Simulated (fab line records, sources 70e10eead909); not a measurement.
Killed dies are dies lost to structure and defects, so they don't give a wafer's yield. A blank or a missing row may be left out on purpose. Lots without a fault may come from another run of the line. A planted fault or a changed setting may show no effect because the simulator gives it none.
Which tool did it? | flow nand_harc | 12 lots, 36 wafers sampled, at 6 steps of a route of 1302

WHAT THE GAUGES READ, wafer by wafer
NHARC_P_GATE_INSPECT_68.
lot  | measured     | on                | raw_defect_count
L075 | day 6 04:11  | defect_inspect-01 | 145 151 120
L077 | day 7 06:59  | defect_inspect-02 | 169 371 177
L079 | day 8 01:55  | defect_inspect-02 | 107 175 134
L081 | day 8 13:49  | defect_inspect-01 | 338 200 172
L082 | day 9 10:01  | defect_inspect-01 | 410 226 280
L085 | day 10 14:50 | defect_inspect-02 | 134 101 105
L088 | day 11 21:08 | defect_inspect-02 | 169 488 173
L089 | day 12 04:09 | defect_inspect-01 | 121 110 167
L091 | day 12 22:56 | defect_inspect-01 | 158 236 200
L093 | day 13 23:26 | defect_inspect-02 | 412 320 378
L096 | day 14 22:51 | defect_inspect-01 | 218 182 120
L097 | day 15 07:58 | defect_inspect-01 | 165 174 143

WHICH TOOL RAN EACH LOT (tool, then ch and the chambers of the sampled wafers, then the start)
lot  | NHARC_P_GATE_HM_DEP_102       | NHARC_P_GATE_STRIP_108             | NHARC_P_GATE_STRIP_75                | NHARC_P_GATE_STRIP_76                | NHARC_P_GATE_RTA_82
L075 | acl_dep-03 ch 0, day 5 08:19  | rie_diel-07 ch 0,3, day 5 10:22    | plasma_asher-02 ch 0,1, day 5 22:23  | plasma_asher-01 ch 0,1, day 6 00:11  | rtp_anneal-01 ch 0, day 6 04:01
L077 | acl_dep-01 ch 0, day 6 11:10  | rie_diel-07 ch 0,2, day 6 13:16    | plasma_asher-02 ch 0,1, day 7 01:14  | plasma_asher-02 ch 0,1, day 7 03:08  | rtp_anneal-01 ch 0, day 7 06:48
L079 | acl_dep-02 ch 0, day 7 06:03  | rie_diel-02 ch 0,1,3, day 7 08:05  | plasma_asher-01 ch 0,1, day 7 20:04  | plasma_asher-02 ch 0,1, day 7 21:54  | rtp_anneal-01 ch 0, day 8 01:45
L081 | acl_dep-03 ch 0, day 7 18:05  | rie_diel-07 ch 2,3, day 7 20:01    | plasma_asher-01 ch 0,1, day 8 08:12  | plasma_asher-02 ch 0,1, day 8 09:56  | rtp_anneal-02 ch 0, day 8 13:42
L082 | acl_dep-01 ch 0, day 8 14:08  | rie_diel-07 ch 1,2, day 8 16:09    | plasma_asher-01 ch 0,1, day 9 04:18  | plasma_asher-01 ch 0,1, day 9 06:02  | rtp_anneal-01 ch 0, day 9 09:49
L085 | acl_dep-01 ch 0, day 9 19:04  | rie_diel-02 ch 1,2, day 9 21:13    | plasma_asher-02 ch 0,1, day 10 09:07 | plasma_asher-02 ch 0,1, day 10 10:50 | rtp_anneal-02 ch 0, day 10 14:38
L088 | acl_dep-01 ch 0, day 11 01:22 | rie_diel-03 ch 0,3, day 11 03:32   | plasma_asher-01 ch 0,1, day 11 15:26 | plasma_asher-01 ch 0,1, day 11 17:10 | rtp_anneal-02 ch 0, day 11 20:56
L089 | acl_dep-01 ch 0, day 11 02:01 | rie_diel-07 ch 0,2, day 11 04:13   | plasma_asher-01 ch 0,1, day 11 22:36 | plasma_asher-01 ch 0,1, day 12 00:18 | rtp_anneal-01 ch 0, day 12 03:58
L091 | acl_dep-01 ch 0, day 12 03:19 | rie_diel-03 ch 0,1,2, day 12 05:23 | plasma_asher-02 ch 0,1, day 12 17:13 | plasma_asher-01 ch 0,1, day 12 18:56 | rtp_anneal-02 ch 0, day 12 22:46
L093 | acl_dep-02 ch 0, day 13 04:05 | rie_diel-07 ch 2,3, day 13 05:56   | plasma_asher-01 ch 0,1, day 13 17:53 | plasma_asher-01 ch 0,1, day 13 19:36 | rtp_anneal-02 ch 0, day 13 23:19
L096 | acl_dep-01 ch 0, day 14 00:39 | rie_diel-03 ch 0,1,2, day 14 03:07 | plasma_asher-01 ch 0, day 14 17:09   | plasma_asher-01 ch 0,1, day 14 18:50 | rtp_anneal-02 ch 0, day 14 22:39
L097 | acl_dep-01 ch 0, day 14 12:05 | rie_diel-02 ch 0,2,3, day 14 14:14 | plasma_asher-01 ch 1, day 15 02:11   | plasma_asher-02 ch 0,1, day 15 03:56 | rtp_anneal-02 ch 0, day 15 07:47
- NHARC_P_GATE_HM_DEP_102: deposits aC, target thk 120 nm.
- NHARC_P_GATE_STRIP_108: strips in O2.
- NHARC_P_GATE_STRIP_75: strips in O2.
- NHARC_P_GATE_STRIP_76: strips in O2.
- NHARC_P_GATE_RTA_82: time 30 s.

THE ANSWER, worked out from the rows above alone
Rule: what is usual is taken from the lots themselves. Put in order of their means at a reading, lots are off if they are a third of the lots or fewer, leave a main group of 4 or more, and stand apart from it by a gap of 3 or more times the standard deviation of the main group's means; of several such gaps the widest counts. A main group whose means are all the same, to the digits that the tables above print for the reading, isn't used. A lot without any number at a reading at which 4 lots or more have one is off too. The other lots that the step has rows for count as sound.
No lot is off at any reading shown: from this, nothing can be told.

WHAT THE SIMULATOR HAD PUT IN
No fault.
